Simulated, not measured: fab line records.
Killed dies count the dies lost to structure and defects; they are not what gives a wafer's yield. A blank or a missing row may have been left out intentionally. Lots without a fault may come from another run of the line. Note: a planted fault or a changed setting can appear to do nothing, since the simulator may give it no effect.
Struck lot and sound lot, side by side    flow nand_harc    15 steps out of a route of 1302
Sound: these wafers, L499.4, L499.5, L499.6. Struck: wafers L501.3, L501.5 (left out: L501.6, a lot-mate that was not struck); the cause follows at the end.
Order at every step that has rows: each side's tool, ch and its chambers, its first start. Under that, the readings that differ: sound wafers    struck wafers    difference of the means    sigmas: that difference in standard deviations of wafers without a fault.
alike: readings with means less than 2 such deviations apart, plus words and numbers identical on both sides. not compared: withheld readings, readings lacking a value on some wafer, bounds such as >300 that could conceal the same value, and numbers that have no deviation in the record and whose values overlap.
Wherever a step has rows on one side only, a row that says differs or no value, or a row with sigmas, the two part there. Non-overlapping numbers with no deviation appear without sigmas and do not part them. A reading that every wafer of one side lacks parts them only if that side has two wafers or more.

NHARC_A_DECK1_JOINT_CMP_02: polishes SiOx.
  sound on cmp-03 ch 1,2, day 18 16:17; struck on cmp-03 ch 0, day 19 01:17
  alike: edge_zone_pressure_frac, motor_current_A
after that, 1 step had no rows for these wafers: NHARC_A_DECK1_JOINT_SRD_15.
NHARC_A_DECK1_JOINT_DEP_16: deposits SiO2, target thk 45 nm.
  sound on pecvd-01 ch 0,1,2, day 18 16:44; struck on pecvd-01 ch 1, day 19 01:42
  alike: heater_power_outer_w, heater_power_w, throttle_valve_pct
NHARC_A_DECK1_JOINT_THK_MEAS_17: measures by ellipsometry.
  sound: film_metro-02 at day 18 16:56; struck: film_metro-01 at day 19 01:56
  alike: thk_nm
NHARC_A_DECK1_JOINT_INSPECT_05:
  sound: defect_inspect-01 at day 18 16:59; struck: defect_inspect-02 at day 19 01:58
  alike: raw_defect_count
then, 1 step without rows for these wafers: NHARC_A_ONON_D2_DEP_00 (target thk 1000 nm).
NHARC_A_ONON_D2_THK_MEAS_02: measures by ellipsometry.
  sound: film_metro-01 at day 18 17:33; struck: film_metro-01 at day 19 02:32
  alike: thk_nm
then, 1 step without rows for these wafers: NHARC_A_ONON_D2_DEP_03 (target thk 1000 nm).
NHARC_A_ONON_D2_THK_MEAS_05: measures by ellipsometry.
  sound: film_metro-02 at day 18 18:07; struck: film_metro-02 at day 19 03:08
  alike: thk_nm
then, 1 step without rows for these wafers: NHARC_A_ONON_D2_DEP_06 (target thk 1000 nm).
NHARC_A_ONON_D2_THK_MEAS_08: measures by ellipsometry.
  sound: film_metro-01 at day 18 18:41; struck: film_metro-01 at day 19 03:42
  alike: thk_nm
NHARC_A_ONON_D2_DEP_09: target thk 1000 nm.
  sound on pecvd_onon-03 ch 0, day 18 18:55; struck on pecvd_onon-04 ch 0, day 19 03:52
NHARC_A_ONON_D2_THK_MEAS_11: measures by ellipsometry.
  sound: film_metro-01 at day 18 19:15; struck: film_metro-02 at day 19 04:16
reading      sound           struck     difference  sigmas
thk_nm (nm)  1007 1007 1009  1536 1539  +530        +83
then, 1 step without rows for these wafers: NHARC_A_ONON_D2_DEP_12 (target thk 1000 nm).
-- jump in the record: it breaks off in module A_ONON_D2 and resumes in module END (first step shown: number 1302 of the route), and 12 days separate the struck wafers' starts before and after --
NHARC_END_SORT_01:
  sound on prober-02 ch 0, day 31 08:59; struck on prober-01 ch 0, day 31 08:11
reading          sound     struck   difference  sigmas
killed_at_array  29 26 22  677 675  +650        +33
killed_dies      35 28 33  677 677  +645        +34
  alike: killed_at_other, killed_at_periphery, killed_open, killed_short

== WHERE THEY PART ==
Last at NHARC_END_SORT_01 as far as this record goes, first at NHARC_A_ONON_D2_THK_MEAS_11.

WHY: the cause the simulator had injected
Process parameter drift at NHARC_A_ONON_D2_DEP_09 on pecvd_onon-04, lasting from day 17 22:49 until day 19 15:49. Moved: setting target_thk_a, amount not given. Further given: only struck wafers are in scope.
